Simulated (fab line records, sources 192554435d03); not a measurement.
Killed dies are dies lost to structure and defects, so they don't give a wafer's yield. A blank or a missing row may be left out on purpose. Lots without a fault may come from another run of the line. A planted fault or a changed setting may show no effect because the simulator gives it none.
Chamber matching | flow n5_finfet | N5_BEOL_M2_PRE_CLEAN_60 on cvd_co-02: 3 sister chambers
The step time 15 s. 22 wafers are shown with their chamber, then 11 later ones without.

WAFERS WITH THEIR CHAMBER
wafer  | chamber | heater_power_w (W)
L081.1 | 2       | 80
L081.3 | 0       | 103
L081.4 | 1       | 91
L084.3 | 2       | 80
L084.5 | 2       | 81
L084.6 | 1       | 91
L085.3 | 0       | 104
L085.4 | 2       | 81
L085.6 | 1       | 88
L086.2 | 0       | 104
L086.3 | 1       | 91
L086.6 | 0       | 103
L087.3 | 1       | 91
L087.4 | 1       | 87
L087.6 | 0       | 102
L092.2 | 2       | 80
L092.3 | 0       | 106
L092.4 | 1       | 92
L089.2 | 0       | 106
L089.4 | 0       | 105
L089.5 | 1       | 89
L095.1 | 1       | 89

SIGNATURES (means of the wafers above)
reading        | chamber 0 | chamber 1 | chamber 2 | scatter within a chamber
heater_power_w | 104.12    | 89.89     | 80.40     | 1.43
Rule: a wafer's distance from a chamber is the root of the sum, over the readings, of the square of ((its reading less the chamber's mean) divided by the reading's scatter). The wafer belongs to the nearest chamber; if the next one is less than 2 further off, it can't be placed. The scatter: the root of (the sum of the squares of (reading less its chamber's mean) over the shown wafers, divided by (wafers less chambers)).

WAFERS WITHOUT THEIR CHAMBER
wafer  | heater_power_w (W)
L095.4 | 89
L095.6 | 81
L079.1 | 88
L079.2 | 81
L079.6 | 81
L097.1 | 81
L097.2 | 92
L097.6 | 90
L094.1 | 80
L094.2 | 91
L094.6 | 80

WHICH CHAMBER EACH WENT THROUGH
wafer  | from the rows above | in truth
L095.4 | 1                   | 1
L095.6 | 2                   | 2
L079.1 | 1                   | 1
L079.2 | 2                   | 2
L079.6 | 2                   | 2
L097.1 | 2                   | 2
L097.2 | 1                   | 1
L097.6 | 1                   | 1
L094.1 | 2                   | 2
L094.2 | 1                   | 1
L094.6 | 2                   | 2
Placed correctly: 11 of 11. Can't be placed from these rows: 0. Placed wrongly: 0.
